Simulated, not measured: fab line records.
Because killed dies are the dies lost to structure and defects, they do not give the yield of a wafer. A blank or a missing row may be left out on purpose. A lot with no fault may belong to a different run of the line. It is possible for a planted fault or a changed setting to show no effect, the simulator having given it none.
Split-lot study    flow n5 finfet    21 wafers read from 7 lots, route of 1938 steps

THE SPLIT ITSELF
At N5_BEOL_M12_COAT_65 (time 60 s, resist thk 300 nm), the setting spin rpm was moved away from the recipe's 1500 rpm on 10 of the 21 wafers read, by -7.9% to +11.2%. For the rest of the wafers, this setting stayed at what the recipe calls for.

Reading taken at the split's own step.

THE READING
SOC_of_BEOL_M12_COAT_65.thk nm (the simulator's own value, which no gauge read), in nm, at N5_BEOL_M12_COAT_65 (time 60 s, resist thk 300 nm). The file does not state a usual value for it. Here, 11 wafers ran the recipe; their average is 300.2 nm with a standard deviation of 0.57 nm.

wafer   tool, chamber at the split  spin rpm as run, rpm  against the recipe  SOC_of_BEOL_M12_COAT_65.thk nm, nm  against lot-mates on the recipe
L081.2  litho track-05, 0           1500                  recipe              300.2                               -
L081.3  litho track-05, 0           1382                  -7.9%               312.6                               +12.4
L081.6  litho track-05, 0           1382                  -7.9%               312.6                               +12.4
L082.2  litho track-05, 0           1668                  +11.2%              286                                 -15.4
L082.3  litho track-05, 0           1500                  recipe              301.4                               -
L082.5  litho track-05, 0           1668                  +11.2%              285                                 -16.4
L088.1  litho track-03, 0           1384                  -7.7%               312                                 +12.2
L088.4  litho track-03, 0           1384                  -7.7%               312                                 +12.2
L088.5  litho track-03, 0           1500                  recipe              299.8                               -
L087.1  litho track-05, 0           1448                  -3.5%               305.8                               +5.8
L087.3  litho track-05, 0           1448                  -3.5%               305.2                               +5.2
L087.5  litho track-05, 0           1500                  recipe              300                                 -
L089.3  litho track-05, 0           1500                  recipe              299.2                               -
L089.4  litho track-05, 0           1500                  recipe              299.8                               -
L089.5  litho track-05, 0           1500                  recipe              300                                 -
L092.2  litho track-05, 0           1575                  +5.0%               293                                 -7.0
L092.5  litho track-05, 0           1575                  +5.0%               292.2                               -7.8
L092.6  litho track-05, 0           1500                  recipe              300                                 -
L096.3  litho track-05, 0           1500                  recipe              301                                 -
L096.4  litho track-05, 0           1500                  recipe              300.4                               -
L096.5  litho track-05, 0           1500                  recipe              300.2                               -

FIT RESULTS
A straight line over all 21 wafers: SOC_of_BEOL_M12_COAT_65.thk nm changes by -1.44 nm for each +1% of spin rpm; r = -1.00; the points scatter about the line by 0.75 nm.
The same after taking each lot's own level away (the mean of its wafers on the recipe; 21 wafers): -1.5 nm for each +1%; r = -1.00; scatter 0.44 nm.
The reading moves by 17 nm for the largest change in spin rpm, on that fit.
Measured against the standard deviation above, the lots' own levels, which go from 299.67 to 301.40 nm, span 3.0 times it.
Hence the lot-to-lot level has little effect on the slope; both slopes agree.
Check: for one of the wafers moved furthest among these (+11.2%), held out of the fit, the line's prediction against its lot-mates is -17 nm. It came out at -15.4 nm against them.

OTHER SPLITS ON THESE WAFERS
Other splits were also applied to these wafers ahead of the reading. Each is held against what the fit with the lots' levels taken away leaves over:
other split on the same wafers  wafers away from the commonest value  r with SOC_of_BEOL_M12_COAT_65.thk nm (lot level and that fit taken away)
N5_BEOL_M10_ETCH_62 time s      6                                     +0.32
N5_BEOL_M10_PEB_26 peb time s   5                                     -0.22
N5_BEOL_M11_VIA_ETCH_34 time s  10                                    +0.01

FILE'S OWN FIT
SOC_of_BEOL_M12_COAT_65.thk nm changes by -1.5 nm for each +1% of spin rpm, r = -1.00.
